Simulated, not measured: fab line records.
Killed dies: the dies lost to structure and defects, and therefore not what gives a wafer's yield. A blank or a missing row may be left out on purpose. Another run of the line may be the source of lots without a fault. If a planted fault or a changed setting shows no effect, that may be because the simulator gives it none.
fab line records    flow nand_harc
[record] lots = 6  wafers = 18  last_day = 33
route steps=1302 shown A_M1@1200 A_BONDPAD@1202
lots with no fault: from the same line, run without faults
start_h: hours from the record's first day to the start of the lot's first wafer shown    wait_h: how many hours have passed since the lot's step before this one    " repeats the value in the row above    L1.1+2: a single row standing in for several wafers    - either no value or no given start    * or withheld: withheld    < > ~ a bound
route shown NAME@n: a module of which the file shows steps, and the number in the route of the first    usual: mean/standard deviation of fault-free wafers    same: alike in all rows    chamber/n: place in a boat    sites: each site's reading    _std_site: standard deviation across them    _edge_site: mean of outer sites minus mean of inner sites    radius_mm: for every site, how far away it sits from the centre of the wafer    mask NAME#n: copy n    behind: the most recent tool/chamber to have shaped the wafer    hold: why the lot was held/for how many hours/how that ended    device: transistor that didn't switch, given as n, p or np    end of line: the same wafers' tests at the end of the route    a step without rows: its recipe alone    killed: dies that structure and defects cost at the first sort, which is not the same as the wafer's yield    map: shows each die of a wafer: x if killed, . if not, _ if none is there
set.NAME: the setting as run; set.NAME@STEP: as run at that earlier step    model.NAME: the simulator's own value behind a step, which no gauge read
a table for each step, a row for each wafer; lots at some steps of the route
services: when a tool's chamber went out of use (start_h, in hours from the record's first day, below 0 if earlier), for how many hours, and the reason
[[steps]]
[step NHARC_A_M1_PRE_CLEAN_32]
[recipe] time_s = 12  temp_c = 370  rf_power_w = 300  gas = NH3
[usual] heater_power_w = 597/64  susceptor_temp_C = 369.98/0.22
lot.wafer  tool      chamber  start_h  wait_h  heater_power_w  susceptor_temp_C
L922.2     pecvd-04  1        567.05   0.1     543             370.43
L922.4     "         1        "        "       562             370.32
L922.5     "         2        "        "       515             370.25
L921.1     pecvd-04  0        569.11   0.1     653             370.19
L921.4     "         1        "        "       577             370.12
L921.5     "         2        "        "       591             369.93
L931.2     pecvd-01  1        663.18   0.1     690             369.86
L931.3     "         2        "        "       583             369.68
L931.6     "         1        "        "       692             369.82
L935.3     pecvd-01  2        719.20   0.1     540             369.78
L935.2     "         0        "        "       728             369.86
L935.1     "         1        "        "       611             369.88
L939.2     pecvd-01  1        737.43   0.1     681             369.75
L939.4     "         1        "        "       652             369.97
L939.5     "         2        "        "       591             369.95
L941.3     pecvd-04  0        757.34   0.1     663             370.12
L941.5     "         2        "        "       527             370.13
L941.6     "         0        "        "       657             369.99
[step NHARC_A_M1_DEP_33]
[recipe] target_thk_a = 300  temp_c = 370  target_thk_nm = 30  pressure_torr = 3  flow_sccm = 200  rf_w = 450  material = SiCN
[usual] heater_power_w = 545/63  susceptor_temp_C = 370.02/0.23
lot.wafer  tool      chamber  start_h  wait_h  heater_power_w  susceptor_temp_C
L922.2     pecvd-04  1        567.13   0.1     496             369.89
L922.4     "         1        "        "       487             369.92
L922.5     "         2        "        "       490             370.33
L921.1     pecvd-04  0        569.19   0.1     517             369.90
L921.4     "         1        "        "       491             369.65
L921.5     "         2        "        "       459             369.72
L931.2     pecvd-01  1        663.29   0.1     574             369.98
L931.3     "         2        "        "       607             370.08
L931.6     "         1        "        "       583             369.92
L935.3     pecvd-01  2        719.28   0.1     586             370.09
L935.2     "         0        "        "       684             370.17
L935.1     "         1        "        "       610             369.85
L939.2     pecvd-01  1        737.51   0.1     644             369.90
L939.4     "         1        "        "       629             369.46
L939.5     "         2        "        "       533             370.08
L941.3     pecvd-04  0        757.45   0.1     582             369.56
L941.5     "         2        "        "       521             370.61
L941.6     "         0        "        "       573             369.63
[step NHARC_A_BONDPAD_DEP_00]
[recipe] target_thk_a = 2500  temp_c = 370  target_thk_nm = 250  pressure_torr = 3  flow_sccm = 200  rf_w = 450  material = SiCN
[usual] heater_power_w = 527/66  susceptor_temp_C = 370.04/0.21
lot.wafer  tool      chamber  start_h  wait_h  heater_power_w  susceptor_temp_C
L922.2     pecvd-04  2        -        -       517             370.18
L922.4     "         2        "        "       518             369.83
L922.5     "         1        "        "       517             370.20
L921.1     pecvd-02  1        569.74   -       432             370.40
L921.5     "         1        "        "       446             370.08
L921.4     "         0        "        "       520             370.07
L931.2     pecvd-04  1        663.85   -       560             370.07
L931.3     "         2        "        "       435             369.80
L931.6     "         0        "        "       596             370.04
L935.1     pecvd-02  0        719.83   -       535             370.35
L935.2     "         1        "        "       444             370.41
L935.3     "         2        "        "       597             370.37
L939.2     pecvd-02  0        738.06   -       509             369.98
L939.5     "         0        "        "       517             370.10
L939.4     "         2        "        "       538             370.12
L941.3     pecvd-04  1        -        -       521             369.99
L941.6     "         1        "        "       529             369.81
L941.5     "         2        "        "       537             370.02
[step NHARC_A_BONDPAD_CMP_29]
[recipe] target_thk_nm = 200  material = SiCN
[usual] motor_current_A = 12.2/1.1
lot.wafer  tool    chamber  start_h  wait_h  motor_current_A
L922.4     cmp-01  0        568.08   -       13.6
L922.2     "       3        "        "       11.7
L922.5     "       1        "        "       11.6
L921.1     cmp-01  0        570.14   -       13.6
L921.4     "       3        "        "       11.2
L921.5     "       1        "        "       11.8
L931.2     cmp-01  1        664.26   -       11.8
L931.3     "       2        "        "       13.7
L931.6     "       3        "        "       12.2
L935.2     cmp-02  0        720.26   -       10.3
L935.3     "       1        "        "       10.9
L935.1     "       2        "        "       12.2
L939.2     cmp-04  2        738.49   -       10.7
L939.4     "       0        "        "       13.3
L939.5     "       1        "        "       12.6
L941.3     cmp-01  2        758.38   -       13.1
L941.6     "       2        "        "       13.5
L941.5     "       3        "        "       11.7
[step NHARC_A_BONDPAD_THK_MEAS_30]
[recipe] thk_meas_gauge = ellipsometry
[usual] thk_nm = 200.1/1.6
lot.wafer  tool           chamber  start_h  wait_h  thk_nm
L922.2     film_metro-02  -        568.33   0.2     203.1
L922.4     "              -        "        "       199.6
L922.5     "              -        "        "       199.5
L921.1     film_metro-01  -        570.39   0.2     199.4
L921.4     "              -        "        "       201.7
L921.5     "              -        "        "       199.7
L931.2     film_metro-01  -        664.46   0.2     196.5
L931.3     "              -        "        "       196.2
L931.6     "              -        "        "       202.0
L935.1     film_metro-01  -        720.48   0.1     200.3
L935.2     "              -        "        "       200.4
L935.3     "              -        "        "       201.7
L939.2     film_metro-02  -        738.72   0.2     200.3
L939.4     "              -        "        "       202.8
L939.5     "              -        "        "       198.3
L941.3     film_metro-02  -        758.63   0.2     200.2
L941.5     "              -        "        "       200.5
L941.6     "              -        "        "       198.0
[step NHARC_A_BONDPAD_SRD_31]
[step NHARC_A_BONDPAD_DEHYDRATE_01]
[recipe] temp_c = 150  time_s = 120
[step NHARC_A_BONDPAD_HMDS_02]
[recipe] time_s = 30
[step NHARC_A_BONDPAD_COAT_33]
[recipe] temp_c = 200  time_s = 65
[step NHARC_A_BONDPAD_COAT_03]
[recipe] spin_rpm = 2000  resist_thk_nm = 600
[step NHARC_A_BONDPAD_SOFTBAKE_04]
[recipe] temp_c = 125  time_s = 70
[step NHARC_A_BONDPAD_EBR_05]
[step NHARC_A_BONDPAD_EXPOSE_06]
[recipe] na = 0.55  dose_mj = 36.99  mask_id = A_BPAD
[usual] exposure_dose_mJ_cm2 = 36.98/0.035  focus_offset_nm = 0.0/0.58  stage_vel_mm_s = 500.0/0.3
lot.wafer  tool            chamber  start_h  wait_h  mask      exposure_dose_mJ_cm2  focus_offset_nm  stage_vel_mm_s
L922.2     krf_scanner-01  -        568.63   -       A_BPAD#0  -                     -                -
L922.4     "               -        "        "       A_BPAD#0  -                     -                -
L922.5     "               -        "        "       A_BPAD#0  -                     -                -
L921.1     krf_scanner-04  -        570.80   -       A_BPAD#0  -                     -                -
L921.4     "               -        "        "       A_BPAD#0  -                     -                -
L921.5     "               -        "        "       A_BPAD#0  -                     -                -
L931.2     krf_scanner-04  0        664.89   -       A_BPAD#0  36.99                 0.7              500.0
L931.3     "               0        "        "       A_BPAD#0  36.98                 0.9              499.9
L931.6     "               0        "        "       A_BPAD#0  36.96                 0.6              500.1
L935.1     krf_scanner-04  0        720.90   -       A_BPAD#0  37.04                 -0.5             500.1
L935.2     "               0        "        "       A_BPAD#0  37.03                 0.2              499.9
L935.3     "               0        "        "       A_BPAD#0  37.00                 0.2              499.8
L939.2     krf_scanner-03  0        739.14   -       A_BPAD#0  37.03                 -0.7             500.1
L939.4     "               0        "        "       A_BPAD#0  36.94                 -0.2             500.3
L939.5     "               0        "        "       A_BPAD#0  36.98                 -1.2             500.3
L941.3     krf_scanner-03  0        758.93   -       A_BPAD#0  36.99                 0.0              500.0
L941.5     "               0        "        "       A_BPAD#0  36.96                 0.3              500.2
L941.6     "               0        "        "       A_BPAD#0  36.93                 0.0              499.9
[step NHARC_A_BONDPAD_PEB_07]
[recipe] peb_temp_c = 128  peb_time_s = 80
[[services]]
tool            chamber  start_h  hours  kind
krf_scanner-03  -        568.00   4.0    pm
cmp-02          -        574.89   4.0    pm
cmp-04          -        576.05   4.0    pm
cmp-01          -        579.45   4.0    pm
cmp-04          -        589.22   2.8    repair
pecvd-02        -        589.23   13.0   pm
cmp-02          -        589.55   1.6    repair
cmp-01          -        597.02   3.1    repair
krf_scanner-04  -        598.91   1.5    repair
pecvd-02        0        609.25   15.8   repair
krf_scanner-03  -        614.00   0.7    repair
pecvd-01        1        614.62   20.6   repair
cmp-04          -        617.22   0.6    repair
pecvd-04        -        631.12   13.0   pm
pecvd-04        2        656.06   2.1    repair
krf_scanner-01  -        656.18   5.4    repair
krf_scanner-01  -        662.89   4.0    pm
cmp-02          -        672.89   4.0    pm
pecvd-01        -        673.00   13.0   pm
cmp-04          -        674.05   4.0    pm
cmp-01          -        677.45   4.0    pm
krf_scanner-04  -        698.00   4.0    pm
krf_scanner-03  -        740.00   4.0    pm
krf_scanner-03  -        746.41   1.9    repair
[[key]]
[first_sign] step = NHARC_A_BONDPAD_EXPOSE_06  reading = tool_record  direction = missing
effect none on later readings
met_at NHARC_A_BONDPAD_EXPOSE_06
struck_wafers L921.1,L921.4,L921.5,L922.2,L922.4,L922.5
later_rows_left_out L921.1,L921.4,L921.5,L922.2,L922.4,L922.5
sort_left_out L921.1,L921.4,L921.5,L922.2,L922.4,L922.5
[fault] kind = skipped_step_whole  tool = krf_scanner-01,krf_scanner-04  chamber = -  onset_h = 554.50  steps = NHARC_A_BONDPAD_EXPOSE_06  scope = struck_lots_only
// sort_left_out: the simulated sort isn't trusted on such a fault, so these wafers' sort isn't shown, and their yield isn't known
// later_rows_left_out: the simulator's readings of these wafers behind a module that went badly wrong aren't trusted and aren't shown, but for the sort
